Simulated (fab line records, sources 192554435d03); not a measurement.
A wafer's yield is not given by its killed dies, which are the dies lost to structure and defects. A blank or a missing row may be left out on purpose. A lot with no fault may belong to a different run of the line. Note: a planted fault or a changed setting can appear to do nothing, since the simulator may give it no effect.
Which tool was responsible? + flow n5_finfet + 21 wafers from 7 lots sampled at 8 of the route's 1938 steps

WHAT THE GAUGES READ, wafer by wafer
N5_BEOL_M7_CD_MEAS_11: the cd target is 38.5 nm. Usual: cd_nm reads 38.5 nm (standard deviation 0.38).
| lot  | measured     | on        | cd_nm (nm)     | flag |
|------|--------------|-----------|----------------|------|
| L913 | day 10 17:44 | cd_sem-03 | 38.4 39.0 38.9 |      |
| L924 | day 14 05:19 | cd_sem-02 | 38.5 38.5 38.6 |      |
| L926 | day 15 04:48 | cd_sem-02 | 31.9 32.6 32.3 | OFF  |
| L929 | day 15 07:25 | cd_sem-01 | 38.4 38.9 39.3 |      |
| L930 | day 15 11:29 | cd_sem-03 | 33.3 33.3 33.6 | OFF  |
| L918 | day 16 14:38 | cd_sem-01 | 38.0 38.4 37.8 |      |
| L936 | day 16 15:20 | cd_sem-02 | 38.8 38.6 38.0 |      |

N5_BEOL_M7_CD_MEAS_18: pitch 80 nm, target cd 40 nm. Usual: cd_nm reads 40.1 nm (standard deviation 0.43).
| lot  | measured     | on        | cd_nm (nm)     | flag |
|------|--------------|-----------|----------------|------|
| L913 | day 10 18:26 | cd_sem-03 | 39.3 40.0 40.1 |      |
| L924 | day 14 05:52 | cd_sem-01 | 40.0 40.2 39.8 |      |
| L926 | day 15 05:26 | cd_sem-02 | 33.8 34.2 34.1 | OFF  |
| L929 | day 15 08:02 | cd_sem-01 | 40.1 40.5 40.5 |      |
| L930 | day 15 12:02 | cd_sem-01 | 34.9 34.9 35.2 | OFF  |
| L918 | day 16 15:23 | cd_sem-03 | 40.2 39.9 39.6 |      |
| L936 | day 16 15:53 | cd_sem-02 | 40.9 40.0 40.0 |      |

N5_BEOL_M7_CD_MEAS_35: the cd target is 40 nm. Usual: cd_nm reads 40.0 nm (standard deviation 0.47).
| lot  | measured     | on        | cd_nm (nm)     | flag |
|------|--------------|-----------|----------------|------|
| L913 | day 10 19:45 | cd_sem-02 | 40.2 40.3 40.5 |      |
| L924 | day 14 09:34 | cd_sem-01 | 39.7 40.4 39.8 |      |
| L926 | day 15 06:26 | cd_sem-03 | 33.8 34.4 34.1 | OFF  |
| L929 | day 15 10:50 | cd_sem-03 | 40.2 41.1 41.0 |      |
| L930 | day 15 14:22 | cd_sem-02 | 34.7 34.6 34.8 | OFF  |
| L918 | day 16 19:10 | cd_sem-01 | 40.5 39.4 39.3 |      |
| L936 | day 16 19:26 | cd_sem-01 | 40.7 40.1 40.2 |      |

N5_BEOL_M15_RC_MEAS_101. Usual: COMB_M10 1.5e-11 S/m, standard deviation 3.4e-12; COMB_M11 1.51e-11 S/m, standard deviation 2.7e-12; COMB_M11_max_site 2.2e-11 S/m, standard deviation 4.4e-12; COMB_M12 6.6e-12 S/m, standard deviation 1.5e-12; COMB_M13 5.2e-12 S/m, standard deviation 1.3e-12; COMB_M14 4e-12 S/m, standard deviation 1.2e-12; COMB_M15 2.8e-12 S/m, standard deviation 1e-12; COMB_M5 3.7e-11 S/m, standard deviation 8.2e-12; COMB_M6 2.6e-11 S/m, standard deviation 5.6e-12; COMB_M6_max_site 3.8e-11 S/m, standard deviation 9.7e-12; COMB_M8 2.5e-11 S/m, standard deviation 5.2e-12; COMB_M9 1.5e-11 S/m, standard deviation 3e-12; SERP_M10 3.07 ohm/um, standard deviation 0.075; SERP_M11 3.07 ohm/um, standard deviation 0.063; SERP_M12 0.640 ohm/um, standard deviation 0.014; SERP_M13 0.309 ohm/um, standard deviation 0.0055; SERP_M14 0.1595 ohm/um, standard deviation 0.0029; SERP_M5 38.4 ohm/um, standard deviation 1.5; SERP_M6 13.8 ohm/um, standard deviation 0.44; SERP_M6_max_site 14.4 ohm/um, standard deviation 0.47; SERP_M7 13.8 ohm/um, standard deviation 0.45; SERP_M7_max_site 14.4 ohm/um, standard deviation 0.49; SERP_M8 13.8 ohm/um, standard deviation 0.46; SERP_M9 3.06 ohm/um, standard deviation 0.076.
| lot  | measured     | on        | COMB_M10 (S/m)          | COMB_M11 (S/m)             | COMB_M11_max_site (S/m) | COMB_M12 (S/m)           | COMB_M13 (S/m)          | COMB_M14 (S/m)          | COMB_M15 (S/m)          | COMB_M5 (S/m)           | COMB_M6 (S/m)           | COMB_M6_max_site (S/m)  | COMB_M8 (S/m)           | COMB_M9 (S/m)           | SERP_M10 (ohm/um) | SERP_M11 (ohm/um) | SERP_M12 (ohm/um) | SERP_M13 (ohm/um) | SERP_M14 (ohm/um)    | SERP_M5 (ohm/um) | SERP_M6 (ohm/um) | SERP_M6_max_site (ohm/um) | SERP_M7 (ohm/um) | SERP_M7_max_site (ohm/um) | SERP_M8 (ohm/um) | SERP_M9 (ohm/um) | flag |
|------|--------------|-----------|-------------------------|----------------------------|-------------------------|--------------------------|-------------------------|-------------------------|-------------------------|-------------------------|-------------------------|-------------------------|-------------------------|-------------------------|-------------------|-------------------|-------------------|-------------------|----------------------|------------------|------------------|---------------------------|------------------|---------------------------|------------------|------------------|------|
| L913 | day 13 06:40 | prober-02 | 1.4e-11 2e-11 1.6e-11   | 1.49e-11 1.35e-11 1.41e-11 | 2.2e-11 1.9e-11 1.6e-11 | 7.3e-12 4.8e-12 6.8e-12  | 5.1e-12 6e-12 5.4e-12   | 4.8e-12 4.2e-12 5.1e-12 | 3.4e-12 3.1e-12 2.9e-12 | 3.4e-11 2.5e-11 2.6e-11 | 2.6e-11 1.8e-11 2.3e-11 | 3.5e-11 2.5e-11 3.2e-11 | 2.2e-11 2.1e-11 2.2e-11 | 2e-11 1.9e-11 1.7e-11   | 3.08 3.06 3.06    | 3.11 3.20 3.09    | 0.659 0.648 0.645 | 0.313 0.304 0.300 | 0.1590 0.1569 0.1615 | 39.1 36.9 38.0   | 14.9 14.4 13.8   | 15.6 14.8 14.3            | 14.5 13.9 13.7   | 15.1 14.4 14.0            | 13.5 13.4 13.3   | 3.18 3.11 2.99   |      |
| L924 | day 17 05:52 | prober-02 | 1.2e-11 1.5e-11 1.3e-11 | 1.39e-11 1.58e-11 1.35e-11 | 1.6e-11 2.5e-11 2e-11   | 6e-12 8.3e-12 8.3e-12    | 5.8e-12 5.2e-12 6.6e-12 | 4.5e-12 5.6e-12 7.7e-12 | 3.1e-12 3.5e-12 2.6e-12 | 3.6e-11 2.8e-11 3.3e-11 | 3.8e-11 2.2e-11 3.4e-11 | 5.3e-11 3.9e-11 4.5e-11 | 3.8e-11 2.5e-11 2.6e-11 | 1.6e-11 1.6e-11 1.2e-11 | 3.01 3.13 3.01    | 3.11 3.07 3.14    | 0.671 0.661 0.668 | 0.304 0.303 0.303 | 0.1551 0.1544 0.1578 | 36.7 35.4 36.0   | 13.8 13.8 13.9   | 14.3 14.2 14.4            | 14.0 13.8 14.2   | 14.6 14.3 14.9            | 13.6 13.7 13.8   | 3.07 3.03 3.15   |      |
| L926 | day 17 23:05 | prober-01 | 1.6e-11 1.3e-11 1.5e-11 | 1.61e-11 1.11e-11 1.15e-11 | 2.3e-11 1.6e-11 1.9e-11 | 5.9e-12 6.2e-12 4.4e-12  | 4.9e-12 2.9e-12 3.9e-12 | 2.7e-12 2.4e-12 2.9e-12 | 2.6e-12 1.7e-12 1.4e-12 | 3.6e-11 3.8e-11 5e-11   | 3e-11 2.8e-11 2.2e-11   | 3.6e-11 3.3e-11 2.9e-11 | 2.6e-11 3.4e-11 3.6e-11 | 1.1e-11 1.2e-11 1.6e-11 | 3.10 3.00 3.06    | 3.11 3.15 3.05    | 0.619 0.640 0.633 | 0.309 0.311 0.308 | 0.1548 0.1588 0.1526 | 38.4 37.1 38.5   | 14.4 14.4 13.5   | 14.5 15.0 14.2            | 18.2 18.5 18.4   | 18.9 19.2 19.4            | 14.6 13.9 13.8   | 3.11 3.08 3.02   | OFF  |
| L929 | day 18 00:09 | prober-01 | 1.3e-11 1.2e-11 1.5e-11 | 1.73e-11 1.52e-11 1.68e-11 | 2.9e-11 2.2e-11 2.6e-11 | 3.3e-12 3.4e-12 5.1e-12  | 4e-12 7.5e-12 5.7e-12   | 2.9e-12 2.6e-12 2.8e-12 | 1.4e-12 1.3e-12 1.1e-12 | 2.4e-11 2.9e-11 2.1e-11 | 3.1e-11 2e-11 1.8e-11   | 3.9e-11 3.5e-11 2.7e-11 | 2e-11 1.7e-11 1.9e-11   | 2e-11 1.4e-11 1.5e-11   | 3.15 3.01 3.13    | 3.12 2.93 3.11    | 0.650 0.648 0.662 | 0.307 0.312 0.305 | 0.1641 0.1633 0.1653 | 38.7 36.6 37.4   | 14.1 13.6 13.9   | 14.4 14.6 14.6            | 13.7 13.1 13.3   | 13.9 13.5 13.9            | 14.5 14.4 14.1   | 3.09 3.05 3.11   |      |
| L930 | day 18 07:17 | prober-02 | 1.5e-11 1.8e-11 1.3e-11 | 1.23e-11 1.93e-11 2.04e-11 | 2.1e-11 2.3e-11 3.1e-11 | 9.1e-12 8.2e-12 8.6e-12  | 6.6e-12 5e-12 5.6e-12   | 6.6e-12 4.7e-12 4.9e-12 | 4e-12 3.1e-12 3.5e-12   | 4.5e-11 3.8e-11 3.9e-11 | 2.9e-11 2.7e-11 2.3e-11 | 4.5e-11 4.2e-11 3.7e-11 | 2.4e-11 2.8e-11 2.5e-11 | 1.3e-11 1.5e-11 2e-11   | 3.12 3.05 2.86    | 3.00 3.09 2.99    | 0.647 0.627 0.646 | 0.308 0.311 0.309 | 0.1610 0.1622 0.1624 | 37.6 38.8 39.7   | 14.0 13.3 14.1   | 14.8 13.9 14.6            | 18.3 17.7 18.2   | 19.0 19.3 19.0            | 13.7 13.2 13.6   | 2.98 2.87 2.90   | OFF  |
| L918 | day 19 14:20 | prober-02 | 1.4e-11 1.4e-11 1.9e-11 | 1.9e-11 1.79e-11 1.84e-11  | 2.6e-11 2.8e-11 2.6e-11 | 7.5e-12 8.2e-12 1.06e-11 | 6e-12 5.4e-12 4.5e-12   | 5.2e-12 4.1e-12 5.4e-12 | 3.7e-12 4e-12 4.1e-12   | 3.1e-11 3e-11 3.3e-11   | 2.2e-11 3.8e-11 3.4e-11 | 2.9e-11 7.3e-11 5e-11   | 3.1e-11 2.3e-11 3.4e-11 | 2.1e-11 1.1e-11 1.4e-11 | 3.07 3.06 2.99    | 3.09 3.11 3.15    | 0.647 0.652 0.666 | 0.308 0.313 0.307 | 0.1584 0.1589 0.1564 | 37.4 37.4 38.2   | 14.1 14.7 14.0   | 14.9 15.5 15.0            | 13.9 13.9 13.8   | 14.3 14.6 14.6            | 13.5 13.6 13.4   | 3.03 3.08 3.01   |      |
| L936 | day 19 08:47 | prober-02 | 1.6e-11 1.5e-11 1.3e-11 | 1.67e-11 2.08e-11 1.67e-11 | 3e-11 3.1e-11 2.6e-11   | 6.9e-12 8.1e-12 7.2e-12  | 4.8e-12 5.8e-12 5.5e-12 | 3.8e-12 4.2e-12 4.4e-12 | 3.3e-12 3.4e-12 3.1e-12 | 2.8e-11 2e-11 2.6e-11   | 3.2e-11 2.4e-11 2.7e-11 | 4.6e-11 3.2e-11 4.6e-11 | 2.4e-11 2.2e-11 2.1e-11 | 9e-12 1.8e-11 1.7e-11   | 3.03 3.01 2.92    | 3.06 3.12 3.10    | 0.642 0.636 0.640 | 0.302 0.300 0.298 | 0.1598 0.1612 0.1569 | 39.6 39.8 38.1   | 13.8 14.6 14.0   | 13.9 14.9 14.7            | 12.9 14.0 13.9   | 13.8 14.3 14.7            | 13.0 13.7 13.5   | 3.04 2.99 3.11   |      |

TOOL THAT RAN EACH LOT (tool first, then ch and the chambers of the sampled wafers, then the start)
| lot  | N5_BEOL_M6_DEP_56               | N5_BEOL_M7_ILD_DEP_00           | N5_BEOL_M7_PECVD_70             | N5_BEOL_M7_EXPOSE_08               |
|------|---------------------------------|---------------------------------|---------------------------------|------------------------------------|
| L913 | pecvd-03 ch 0,1, day 10 15:11   | pecvd-04 ch 0,1,2, day 10 15:19 | pecvd-04 ch 0,1, day 10 15:56   | arfi_scanner-03 ch 0, day 10 17:37 |
| L924 | pecvd-01 ch 1,2, day 14 01:13   | pecvd-01 ch 1,2, day 14 01:22   | pecvd-03 ch 0,2, day 14 02:30   | arfi_scanner-03 ch 0, day 14 05:11 |
| L926 | pecvd-03 ch 1,2, day 15 01:02   | pecvd-04 ch 0,1, day 15 01:10   | pecvd-04 ch 1,2, day 15 02:08   | arfi_scanner-03 ch 0, day 15 04:41 |
| L929 | pecvd-02 ch 0,2, day 15 04:29   | pecvd-04 ch 0,2, day 15 04:37   | pecvd-03 ch 0,2, day 15 05:27   | arfi_scanner-02 ch 0, day 15 07:18 |
| L930 | pecvd-03 ch 0,1, day 15 09:11   | pecvd-01 ch 0,2, day 15 09:19   | pecvd-01 ch 0,2, day 15 09:56   | arfi_scanner-03 ch 0, day 15 11:22 |
| L918 | pecvd-01 ch 0,1,2, day 16 12:22 | pecvd-04 ch 1,2, day 16 12:31   | pecvd-01 ch 0,1, day 16 13:07   | arfi_scanner-02 ch 0, day 16 14:30 |
| L936 | pecvd-02 ch 0,1,2, day 16 12:47 | pecvd-04 ch 0,1,2, day 16 12:55 | pecvd-03 ch 0,1,2, day 16 13:36 | arfi_scanner-02 ch 0, day 16 15:13 |
- N5_BEOL_M6_DEP_56: deposits SiCN from 3MS/NH3, target thk 10 nm, time 17.5 s.
- N5_BEOL_M7_ILD_DEP_00: deposits SiCOH lowk from DEMS/porogen, target thk 179.75 nm, time 33.4 s.
- N5_BEOL_M7_PECVD_70: deposits SiO2 from TEOS/O2, target thk 20 nm, time 22.7 s.
- N5_BEOL_M7_EXPOSE_08: exposes mask M7.

AS READ BY THE TOOLS THEMSELVES (means over the sampled wafers that have a number; for cases with no such wafer, the mark the record gives instead)
N5_BEOL_M6_DEP_56. Usual: showerhead_plenum_p_Torr 3.662 Torr, standard deviation 0.014; throttle_valve_pct 8.9 %, standard deviation 0.35.
| lot  | tool     | showerhead_plenum_p_Torr (Torr) | throttle_valve_pct (%) | flag |
|------|----------|---------------------------------|------------------------|------|
| L913 | pecvd-03 | 3.680                           | 8.9                    |      |
| L924 | pecvd-01 | 3.650                           | 8.9                    |      |
| L926 | pecvd-03 | 3.671                           | 8.7                    |      |
| L929 | pecvd-02 | 3.659                           | 9.2                    |      |
| L930 | pecvd-03 | 3.683                           | 9.1                    |      |
| L918 | pecvd-01 | 3.652                           | 8.7                    |      |
| L936 | pecvd-02 | 3.655                           | 9.2                    |      |

N5_BEOL_M7_ILD_DEP_00. Usual: heater_power_w 331 W, standard deviation 52; showerhead_plenum_p_Torr 5.737 Torr, standard deviation 0.012; throttle_valve_pct 13.8 %, standard deviation 0.49.
| lot  | tool     | heater_power_w (W) | showerhead_plenum_p_Torr (Torr) | throttle_valve_pct (%) | flag |
|------|----------|--------------------|---------------------------------|------------------------|------|
| L913 | pecvd-04 | 316                | 5.738                           | 13.9                   |      |
| L924 | pecvd-01 | 337                | 5.728                           | 14.0                   |      |
| L926 | pecvd-04 | 368                | 5.745                           | 14.0                   |      |
| L929 | pecvd-04 | 293                | 5.734                           | 13.7                   |      |
| L930 | pecvd-01 | 317                | 5.738                           | 12.5                   |      |
| L918 | pecvd-04 | 336                | 5.735                           | 13.8                   |      |
| L936 | pecvd-04 | 318                | 5.732                           | 14.1                   |      |

N5_BEOL_M7_PECVD_70. Usual: heater_power_w 747 W, standard deviation 100; showerhead_plenum_p_Torr 8.79 Torr, standard deviation 0.055; throttle_valve_pct 22.0 %, standard deviation 0.79.
| lot  | tool     | heater_power_w (W) | showerhead_plenum_p_Torr (Torr) | throttle_valve_pct (%) | flag |
|------|----------|--------------------|---------------------------------|------------------------|------|
| L913 | pecvd-04 | 779                | 8.79                            | 22.6                   |      |
| L924 | pecvd-03 | 783                | 8.79                            | 21.4                   |      |
| L926 | pecvd-04 | 734                | 8.78                            | 22.8                   |      |
| L929 | pecvd-03 | 667                | 8.83                            | 21.9                   |      |
| L930 | pecvd-01 | 710                | 8.77                            | 20.3                   |      |
| L918 | pecvd-01 | 812                | 8.75                            | 22.1                   |      |
| L936 | pecvd-03 | 716                | 8.81                            | 21.9                   |      |

N5_BEOL_M7_EXPOSE_08. Usual: exposure_dose_mJ_cm2 68.19, standard deviation 0.076; focus_offset_nm 0.1 nm, standard deviation 0.51.
| lot  | tool            | exposure_dose_mJ_cm2 | focus_offset_nm (nm) | flag |
|------|-----------------|----------------------|----------------------|------|
| L913 | arfi_scanner-03 | 68.27                | 0.1                  |      |
| L924 | arfi_scanner-03 | 68.00                | -0.4                 |      |
| L926 | arfi_scanner-03 | 58.90                | 0.2                  | OFF  |
| L929 | arfi_scanner-02 | 68.18                | -0.1                 |      |
| L930 | arfi_scanner-03 | 60.74                | 0.5                  | OFF  |
| L918 | arfi_scanner-02 | 68.15                | -0.1                 |      |
| L936 | arfi_scanner-02 | 68.19                | -0.4                 |      |

THE ANSWER, worked out from the rows above alone
Rule: take the mean of a lot's wafers that have a number; if it is more than 3 standard deviations from the usual mean, the lot is off. A lot without any number at a reading at which 4 lots or more have one is off too. Where the step has rows for the other lots, those lots are counted as sound. The gauges are gone through in route order, then the tools' own readings, and for those a lot's mean is taken as printed above. At the first step where some lot is off, the reading lying furthest off is the one used; lots without a number count as furthest.
Off: L926, L930 (N5_BEOL_M7_CD_MEAS_11, cd_nm).
If a tool, at a process step before that reading, ran all the lots that are off and no sound lot after the first of them, it fits. Not tried: the gauges at N5_BEOL_M7_CD_MEAS_11; whatever is off there is also off at N5_BEOL_M15_RC_MEAS_101, on other tools, and gauge error can't account for it. Undecided on this evidence; 2 tools fit (pecvd-03 at N5_BEOL_M6_DEP_56, arfi_scanner-03 at N5_BEOL_M7_EXPOSE_08).

WHAT THE SIMULATOR HAD INSERTED
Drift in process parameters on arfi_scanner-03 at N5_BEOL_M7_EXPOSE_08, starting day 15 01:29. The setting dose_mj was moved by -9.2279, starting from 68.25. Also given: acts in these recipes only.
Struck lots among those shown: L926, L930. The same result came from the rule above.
